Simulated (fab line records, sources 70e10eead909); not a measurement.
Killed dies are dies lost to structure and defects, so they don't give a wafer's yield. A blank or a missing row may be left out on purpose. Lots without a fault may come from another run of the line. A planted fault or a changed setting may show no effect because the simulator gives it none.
fab line records | flow nand_harc
record lots=7 wafers=21 last_day=31
route steps=1302 shown P_M0@273 P_M1@285 END@1302
lots that met no fault: from a run of the same line without faults
start_h: hours from the record's first day to the start of the lot's first wafer shown | wait_h: hours since the lot's step before | " the same as in the row above | L1.1+2: a row that stands for several wafers | - no value, or no start given | * or withheld: withheld | < > ~ a bound
route shown NAME@n: a module of which the file shows steps, and the number in the route of the first | usual: mean/standard deviation of fault-free wafers | same: alike in all rows | chamber/n: place in a boat | sites: the reading at each site | _std_site: their standard deviation | _edge_site: outer sites' mean less inner sites' | radius_mm: how far each site lies from the wafer's centre | mask NAME#n: copy n | behind: the tool/chamber that last shaped the wafer | hold: why the lot was held/for how many hours/how that ended | device: the transistor (n, p or np) that didn't switch | end of line: the same wafers' tests at the end of the route | a step without rows: its recipe alone | killed: dies lost to structure and defects at the first sort, not the wafer's yield | map: a wafer's dies, x killed, . not, _ none there
set.NAME: the setting as run; set.NAME@STEP: as run at that earlier step | model.NAME: the simulator's own value behind a step, which no gauge read
lots at some steps of the route; a table a step, a row a wafer
services: from which hour (start_h, from the record's first day; less than 0 if before it) a tool's chamber was out of use, for how many hours, and why
## steps
# step NHARC_P_M0_PRE_CLEAN_29
# recipe time_s=30 temp_c=280 gas=H2/He
# step NHARC_P_M0_PVD_20
# recipe target_thk_a=50 bias_v=168.6 power_w=15000 chamber_pressure_pa=0.12 time_s=8.06 substrate_temp_c=50 material=TaN
# usual throttle_valve_pct=30.8/0.88
# columns lot.wafer tool chamber start_h wait_h throttle_valve_pct
L653.1 pvd_sputter-02 - - - 29.7
L653.3 " - " " 31.6
L653.2 " - " " 31.0
L654.4 pvd_sputter-02 - - - 31.8
L654.5 " - " " 29.8
L654.6 " - " " 31.8
L659.2 pvd_sputter-03 - - - 30.6
L659.3 " - " " 30.7
L659.5 " - " " 30.4
L660.1 pvd_sputter-02 - - - 31.5
L660.3 " - " " 30.6
L660.6 " - " " 29.5
L661.4 pvd_sputter-03 - - - 30.7
L661.1 " - " " 32.0
L661.6 " - " " 30.5
L665.3 pvd_sputter-01 - - - 32.2
L665.4 " - " " 29.8
L665.6 " - " " 32.0
L667.3 pvd_sputter-01 - - - 32.1
L667.2 " - " " 29.7
L667.6 " - " " 29.8
# step NHARC_P_M0_PVD_21
# recipe target_thk_a=300 chamber_pressure_pa=5 power_w=5000 substrate_temp_c=30 time_s=20.49 material=Cu
# usual throttle_valve_pct=30.7/0.86
# columns lot.wafer tool chamber start_h wait_h throttle_valve_pct
L653.3 pvd_sputter-02 - - - 30.8
L653.2 " - " " 29.4
L653.1 " - " " 31.6
L654.4 pvd_sputter-02 - - - 30.0
L654.5 " - " " 30.0
L654.6 " - " " 31.5
L659.3 pvd_sputter-03 - - - 30.7
L659.2 " - " " 30.7
L659.5 " - " " 30.8
L660.1 pvd_sputter-02 - - - 29.9
L660.3 " - " " 29.4
L660.6 " - " " 29.7
L661.4 pvd_sputter-03 - - - 30.6
L661.1 " - " " 30.1
L661.6 " - " " 30.7
L665.3 pvd_sputter-01 - - - 29.5
L665.4 " - " " 31.9
L665.6 " - " " 30.0
L667.3 pvd_sputter-01 - - - 29.4
L667.2 " - " " 29.9
L667.6 " - " " 32.1
# step NHARC_P_M0_ECD_22
# recipe target_thk_a=4000 bath_temp_c=25 material=Cu
# step NHARC_P_M0_ANNEAL_30
# recipe temp_c=225 time_s=90
# step NHARC_P_M0_CMP_23
# recipe t_overpolish_s=20 target_thk_nm=117.54
# usual motor_current_A=11.6/1.1 time_to_endpoint_s=27.3/2.7
# columns lot.wafer tool chamber start_h wait_h motor_current_A time_to_endpoint_s
L653.1 cmp-02 2 187.09 - 11.9 28.2
L653.3 " 0 " " 11.0 29.6
L653.2 " 1 " " 10.5 29.8
L654.4 cmp-02 1 194.90 - 10.4 28.2
L654.6 " 3 " " 13.2 29.8
L654.5 " 0 " " 11.6 30.7
L659.2 cmp-01 1 238.23 - 11.9 25.7
L659.3 " 0 " " 11.6 26.2
L659.5 " 2 " " 10.9 28.1
L660.3 cmp-02 0 250.62 - 11.3 27.5
L660.1 " 1 " " 10.5 20.4
L660.6 " 1 " " 10.3 27.0
L661.1 cmp-01 1 276.41 - 12.2 29.8
L661.4 " 3 " " 11.2 30.1
L661.6 " 2 " " 10.9 31.4
L665.4 cmp-03 2 304.08 - 12.9 30.6
L665.3 " 3 " " 11.9 29.3
L665.6 " 0 " " 12.2 31.9
L667.2 cmp-02 1 320.63 - 9.9 21.7
L667.3 " 3 " " 13.3 23.5
L667.6 " 2 " " 11.8 21.4
# step NHARC_P_M0_THK_MEAS_24
# recipe thk_meas_gauge=xrf
# usual thk_nm=117.2/1.3
# columns lot.wafer tool chamber start_h wait_h thk_nm
L653.1 film_metro-01 - 187.41 - 116.9
L653.2 " - " " 117.5
L653.3 " - " " 119.5
L654.4 film_metro-02 - 195.16 - 116.8
L654.5 " - " " 118.7
L654.6 " - " " 117.8
L659.2 film_metro-02 - 238.54 - 118.3
L659.3 " - " " 116.9
L659.5 " - " " 115.5
L660.1 film_metro-02 - 250.94 - 116.0
L660.3 " - " " 116.6
L660.6 " - " " 116.6
L661.1 film_metro-02 - 276.72 - 117.9
L661.4 " - " " 116.7
L661.6 " - " " 118.1
L665.3 film_metro-01 - 304.34 - 118.3
L665.4 " - " " 118.5
L665.6 " - " " 117.4
L667.2 film_metro-02 - 320.94 - 114.8
L667.3 " - " " 117.0
L667.6 " - " " 115.2
# step NHARC_P_M0_SRD_25
# step NHARC_P_M0_INSPECT_27
# usual raw_defect_count=295/120
# columns lot.wafer tool chamber start_h wait_h raw_defect_count
L653.1 defect_inspect-01 - 187.57 0.0 242
L653.2 " - " " 218
L653.3 " - " " 262
L654.4 defect_inspect-01 - 195.32 0.0 356
L654.5 " - " " 533
L654.6 " - " " 391
L659.2 defect_inspect-02 - 238.70 0.0 237
L659.3 " - " " 227
L659.5 " - " " 172
L660.1 defect_inspect-01 - 251.09 0.0 507
L660.3 " - " " 364
L660.6 " - " " 458
L661.1 defect_inspect-02 - 276.88 0.0 199
L661.4 " - " " 134
L661.6 " - " " 172
L665.3 defect_inspect-01 - 304.50 0.0 656
L665.4 " - " " 537
L665.6 " - " " 353
L667.2 defect_inspect-01 - 321.13 0.0 231
L667.3 " - " " 354
L667.6 " - " " 242
# step NHARC_P_M0_PRE_CLEAN_31
# recipe time_s=12 temp_c=370 rf_power_w=300 gas=NH3
# usual heater_power_w=640/89 rf_fwd_power_W=292.4/0.79 susceptor_temp_C=369.99/0.21
# columns lot.wafer tool chamber start_h wait_h heater_power_w rf_fwd_power_W susceptor_temp_C
L653.1 pecvd-04 2 187.63 0.1 624 291.9 370.15
L653.3 " 0 " " 725 292.3 370.22
L653.2 " 1 " " 669 292.6 369.57
L654.4 pecvd-04 0 195.42 0.1 712 292.6 369.45
L654.6 " 1 " " 666 293.4 369.78
L654.5 " 2 " " 658 293.0 369.95
L659.3 pecvd-04 0 238.76 0.1 759 292.3 370.09
L659.2 " 1 " " 668 293.2 370.07
L659.5 " 1 " " 642 293.2 370.12
L660.3 pecvd-01 2 251.16 0.1 495 292.4 369.83
L660.1 " 1 " " 630 292.0 370.01
L660.6 " 0 " " 696 292.3 369.71
L661.1 pecvd-01 0 276.96 0.1 711 292.0 370.10
L661.4 " 0 " " 682 291.2 370.02
L661.6 " 1 " " 580 292.6 369.94
L665.3 pecvd-01 0 304.57 0.1 688 291.9 370.24
L665.4 " 1 " " 607 291.9 370.13
L665.6 " 2 " " 482 292.6 370.12
L667.2 pecvd-03 1 321.19 0.1 647 292.8 369.89
L667.3 " 0 " " 488 291.3 369.80
L667.6 " 2 " " 618 292.0 369.69
# step NHARC_P_M0_DEP_32
# recipe target_thk_a=300 temp_c=370 target_thk_nm=30 pressure_torr=3 flow_sccm=200 rf_w=450 material=SiCN
# usual chamber_pressure_Torr=3.000/0.007 heater_power_outer_w=326/60 heater_power_w=588/98 rf_fwd_power_W=449.1/1.3 susceptor_temp_C=370.02/0.22
# columns lot.wafer tool chamber start_h wait_h chamber_pressure_Torr heater_power_outer_w heater_power_w rf_fwd_power_W susceptor_temp_C
L653.1 pecvd-04 2 187.71 0.1 3.001 333 611 449.0 369.88
L653.3 " 0 " " 2.993 386 655 446.7 369.94
L653.2 " 1 " " 3.000 386 689 448.2 370.01
L654.4 pecvd-04 0 195.59 0.2 3.010 407 676 450.3 369.83
L654.6 " 1 " " 3.007 383 702 449.0 369.75
L654.5 " 2 " " 3.011 287 546 449.5 370.15
L659.3 pecvd-04 0 238.84 0.1 3.004 416 678 449.5 369.78
L659.2 " 1 " " 2.996 354 654 449.9 370.27
L659.5 " 1 " " 2.999 356 652 450.4 369.98
L660.3 pecvd-01 2 251.24 0.1 3.024 194 373 447.1 369.91
L660.1 " 1 " " 3.000 337 607 447.5 369.99
L660.6 " 0 " " 3.007 427 734 449.7 369.86
L661.1 pecvd-01 0 277.07 0.1 3.000 383 667 449.1 369.95
L661.4 " 0 " " 3.005 361 683 448.5 370.23
L661.6 " 1 " " 2.997 312 584 448.5 370.13
L665.3 pecvd-01 0 304.64 0.1 3.008 394 696 450.1 370.21
L665.4 " 1 " " 3.017 314 588 450.3 369.53
L665.6 " 2 " " 2.987 189 382 449.9 370.27
L667.2 pecvd-03 1 321.27 0.1 2.996 346 604 447.3 370.05
L667.3 " 0 " " 2.996 234 418 450.3 370.09
L667.6 " 2 " " 3.000 281 575 450.1 370.11
# step NHARC_P_M1_DEP_00
# recipe target_thk_a=1825 target_thk_nm=182.5 temp_c=withheld pressure_torr=5 flow_sccm=200 rf_w=600 material=SiOC
# usual chamber_pressure_Torr=5.000/0.011 rf_fwd_power_W=599.0/1.6
# columns lot.wafer tool chamber start_h wait_h chamber_pressure_Torr rf_fwd_power_W
L653.2 pecvd-01 2 188.13 - 4.991 598.6
L653.3 " 0 " " 5.004 598.9
L653.1 " 1 " " 5.006 599.2
L654.4 pecvd-04 1 195.99 - 4.993 596.9
L654.5 " 2 " " 5.000 600.1
L654.6 " 0 " " 5.004 598.4
L659.2 pecvd-04 2 239.28 - - -
L659.3 " 0 " " - -
L659.5 " 0 " " - -
L660.3 pecvd-03 0 251.71 - - -
L660.1 " 1 " " - -
L660.6 " 1 " " - -
L661.1 pecvd-01 0 277.52 - - -
L661.6 " 2 " " - -
L661.4 " 0 " " - -
L665.3 pecvd-01 0 305.12 - 4.993 600.1
L665.6 " 1 " " 5.008 597.9
L665.4 " 0 " " 5.011 598.7
L667.3 pecvd-04 2 321.73 - 4.988 599.5
L667.2 " 0 " " 4.986 600.5
L667.6 " 2 " " 5.006 597.9
# step NHARC_P_M1_DEHYDRATE_01
# recipe temp_c=150 time_s=120
# step NHARC_END_SORT_01
# recipe temp_c=25
# usual defect_limited_yield=90.2/2.3 killed_at_array=62/15 killed_at_other=0.8/1 killed_at_periphery=3.7/2.6 killed_dies=66/15 killed_open=3.1/1.8 killed_short=2.6/1.7
# same gross_dies=677
# columns lot.wafer tool chamber start_h wait_h defect_limited_yield[%] killed_at_array killed_at_other killed_at_periphery killed_dies killed_open killed_short
L660.1 prober-02 0 674.60 2.5 0 100 0 577 677 4 4
L660.3 prober-02 0 676.18 3.1 0 91 0 586 677 5 2
L660.6 prober-02 0 678.56 4.0 0 83 0 594 677 4 1
L659.2 prober-01 0 675.37 2.8 0 40 2 635 677 2 2
L659.3 prober-01 0 676.16 3.1 0 42 1 634 677 1 6
L659.5 prober-01 0 677.75 3.7 0 53 1 623 677 4 6
L661.1 prober-01 0 732.65 2.5 0 64 1 612 677 0 2
L661.4 prober-01 0 735.03 3.4 0 58 0 619 677 2 2
L661.6 prober-01 0 736.63 4.0 0 55 1 621 677 1 0
# killed by level:class
L660.1 P_M1:area_dep=576 A_SLIT:chamber_film_flake=29 A_CHANNEL_HOLE_D1:chamber_film_flake=28 A_CHANNEL_HOLE_D2:chamber_film_flake=27 A_STAIRCASE:chamber_film_flake=5 A_ONON_D1:geometric_particle:open=3 A_CHANNEL_FILL_D1:chamber_film_flake=2 A_SOURCE_PLATE:geometric_particle:short=1
L659.2 P_M1:area_dep=633 A_CHANNEL_HOLE_D1:chamber_film_flake=25 A_SGD_CUT:chamber_film_flake=3 A_CONTACT:chamber_film_flake=3 P_GATE:chamber_film_flake=2 A_SLIT:chamber_film_flake=2 A_ONON_D2:geometric_particle:short=1 A_CHANNEL_HOLE_D2:geometric_particle:short=1
L659.3 P_M1:area_dep=630 A_CHANNEL_HOLE_D1:chamber_film_flake=25 A_CONTACT:chamber_film_flake=5 A_WL_FILL:geometric_particle:short=2 P_GATE:chamber_film_flake=2 A_CHANNEL_HOLE_D2:chamber_film_flake=2 A_STAIRCASE:chamber_film_flake=2 P_M1:geometric_particle:short=1
L660.3 P_M1:area_dep=581 A_SLIT:chamber_film_flake=32 A_CHANNEL_HOLE_D1:chamber_film_flake=30 A_CHANNEL_HOLE_D2:chamber_film_flake=20 A_DECK1_JOINT:chamber_film_flake=3 P_M0:geometric_particle:short=2 A_CONTACT:chamber_film_flake=2 P_STI:geometric_particle:open=1
L659.5 P_M1:area_dep=619 A_CHANNEL_HOLE_D1:chamber_film_flake=27 A_CONTACT:chamber_film_flake=5 A_CHANNEL_HOLE_D2:chamber_film_flake=3 A_WL_FILL:chamber_film_flake=3 A_M1:chamber_film_flake=3 P_M0:geometric_particle:short=2 A_DECK1_JOINT:chamber_film_flake=2
L660.6 P_M1:area_dep=592 A_SLIT:chamber_film_flake=31 A_CHANNEL_HOLE_D1:chamber_film_flake=23 A_CHANNEL_HOLE_D2:chamber_film_flake=21 P_M0:geometric_particle:open=1 A_SOURCE_PLATE:geometric_particle:short=1 A_SOURCE_PLATE:geometric_particle:open=1 A_CHANNEL_HOLE_D2:geometric_particle:open=1
L661.1 P_M1:area_dep=609 A_SLIT:chamber_film_flake=20 A_CHANNEL_HOLE_D2:chamber_film_flake=16 A_CHANNEL_HOLE_D1:chamber_film_flake=10 A_STAIRCASE:chamber_film_flake=7 A_CONTACT:chamber_film_flake=5 P_BONDPAD:chamber_film_flake=2 A_CHANNEL_FILL_D2:chamber_film_flake=2
L661.4 P_M1:area_dep=613 A_SLIT:chamber_film_flake=23 A_CHANNEL_HOLE_D2:chamber_film_flake=19 A_CHANNEL_HOLE_D1:chamber_film_flake=7 P_BONDPAD:chamber_film_flake=4 A_CONTACT:chamber_film_flake=4 A_STAIRCASE:chamber_film_flake=2 P_GATE:geometric_particle:short=1
L661.6 P_M1:area_dep=619 A_SLIT:chamber_film_flake=25 A_CHANNEL_HOLE_D2:chamber_film_flake=16 A_CHANNEL_HOLE_D1:chamber_film_flake=7 A_CONTACT:chamber_film_flake=5 P_GATE:geometric_particle:open=1 P_BONDPAD:chamber_film_flake=1 A_DECK1_JOINT:chamber_film_flake=1
# map L659.2 (x killed, . not)
____________x____________
_________xxxxxxx_________
_______xxxxxxxxxxx_______
______xxxxxxxxxxxxx______
_____xxxxxxxxxxxxxxx_____
____xxxxxxxxxxxxxxxxx____
____xxxxxxxxxxxxxxxxx____
___xxxxxxxxxxxxxxxxxxx___
___xxxxxxxxxxxxxxxxxxx___
__xxxxxxxxxxxxxxxxxxxxx__
__xxxxxxxxxxxxxxxxxxxxx__
_xxxxxxxxxxxxxxxxxxxxxxx_
_xxxxxxxxxxxxxxxxxxxxxxx_
_xxxxxxxxxxxxxxxxxxxxxxx_
_xxxxxxxxxxxxxxxxxxxxxxx_
_xxxxxxxxxxxxxxxxxxxxxxx_
xxxxxxxxxxxxxxxxxxxxxxxxx
xxxxxxxxxxxxxxxxxxxxxxxxx
xxxxxxxxxxxxxxxxxxxxxxxxx
xxxxxxxxxxxxxxxxxxxxxxxxx
xxxxxxxxxxxxxxxxxxxxxxxxx
_xxxxxxxxxxxxxxxxxxxxxxx_
_xxxxxxxxxxxxxxxxxxxxxxx_
_xxxxxxxxxxxxxxxxxxxxxxx_
_xxxxxxxxxxxxxxxxxxxxxxx_
_xxxxxxxxxxxxxxxxxxxxxxx_
__xxxxxxxxxxxxxxxxxxxxx__
__xxxxxxxxxxxxxxxxxxxxx__
___xxxxxxxxxxxxxxxxxxx___
___xxxxxxxxxxxxxxxxxxx___
____xxxxxxxxxxxxxxxxx____
____xxxxxxxxxxxxxxxxx____
_____xxxxxxxxxxxxxxx_____
______xxxxxxxxxxxxx______
_______xxxxxxxxxxx_______
_________xxxxxxx_________
____________x____________
# map L660.1 (x killed, . not)
____________x____________
_________xxxxxxx_________
_______xxxxxxxxxxx_______
______xxxxxxxxxxxxx______
_____xxxxxxxxxxxxxxx_____
____xxxxxxxxxxxxxxxxx____
____xxxxxxxxxxxxxxxxx____
___xxxxxxxxxxxxxxxxxxx___
___xxxxxxxxxxxxxxxxxxx___
__xxxxxxxxxxxxxxxxxxxxx__
__xxxxxxxxxxxxxxxxxxxxx__
_xxxxxxxxxxxxxxxxxxxxxxx_
_xxxxxxxxxxxxxxxxxxxxxxx_
_xxxxxxxxxxxxxxxxxxxxxxx_
_xxxxxxxxxxxxxxxxxxxxxxx_
_xxxxxxxxxxxxxxxxxxxxxxx_
xxxxxxxxxxxxxxxxxxxxxxxxx
xxxxxxxxxxxxxxxxxxxxxxxxx
xxxxxxxxxxxxxxxxxxxxxxxxx
xxxxxxxxxxxxxxxxxxxxxxxxx
xxxxxxxxxxxxxxxxxxxxxxxxx
_xxxxxxxxxxxxxxxxxxxxxxx_
_xxxxxxxxxxxxxxxxxxxxxxx_
_xxxxxxxxxxxxxxxxxxxxxxx_
_xxxxxxxxxxxxxxxxxxxxxxx_
_xxxxxxxxxxxxxxxxxxxxxxx_
__xxxxxxxxxxxxxxxxxxxxx__
__xxxxxxxxxxxxxxxxxxxxx__
___xxxxxxxxxxxxxxxxxxx___
___xxxxxxxxxxxxxxxxxxx___
____xxxxxxxxxxxxxxxxx____
____xxxxxxxxxxxxxxxxx____
_____xxxxxxxxxxxxxxx_____
______xxxxxxxxxxxxx______
_______xxxxxxxxxxx_______
_________xxxxxxx_________
____________x____________
## services
# columns tool chamber start_h hours kind
cmp-03 - 162.24 4.0 pm
cmp-02 - 163.26 11.0 repair
pvd_sputter-03 - 170.00 10.0 pm
cmp-03 - 183.96 6.3 repair
cmp-01 - 185.50 4.0 pm
pecvd-03 - 185.56 13.0 pm
pvd_sputter-02 - 190.20 1.6 repair
pecvd-04 - 201.76 0.9 repair
pecvd-03 - 203.43 2.8 repair
pvd_sputter-01 - 218.39 4.0 repair
pvd_sputter-01 - 225.48 2.7 repair
pvd_sputter-01 - 228.22 10.0 pm
pecvd-03 1 230.96 7.7 repair
pvd_sputter-02 - 232.38 0.7 repair
cmp-02 - 232.50 4.0 pm
cmp-03 - 260.24 4.0 pm
pvd_sputter-02 - 275.52 4.0 repair
pecvd-04 - 276.10 13.0 pm
cmp-01 - 283.50 4.0 pm
pvd_sputter-02 - 290.78 10.0 pm
cmp-03 - 296.32 7.5 repair
pecvd-04 - 302.30 1.9 repair
pecvd-01 - 311.00 13.0 pm
pecvd-04 - 315.63 1.8 repair
## key
first_sign step=NHARC_P_M1_DEP_00 reading=tool_record direction=missing
effect step=NHARC_END_SORT_01 reading=killed_at_periphery direction=up sigmas=99+ usual=3.7 struck=611.2
more_kills_born_at NHARC_P_M1_DEP_00@pecvd-04=1882 NHARC_P_M1_DEP_00@pecvd-01=1841 NHARC_P_M1_DEP_00@pecvd-03=1749
met_at NHARC_P_M1_DEP_00
struck_wafers L659.2,L659.3,L659.5,L660.1,L660.3,L660.6,L661.1,L661.4,L661.6
later_rows_left_out L659.2,L659.3,L659.5,L660.1,L660.3,L660.6,L661.1,L661.4,L661.6
onset_between 195.99 239.28
fault kind=skipped_step_whole tool=pecvd-01,pecvd-03,pecvd-04 chamber=- onset_h=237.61 steps=NHARC_P_M1_DEP_00 scope=struck_lots_only
# later_rows_left_out: the simulator's readings of these wafers behind a module that went badly wrong aren't trusted and aren't shown, but for the sort
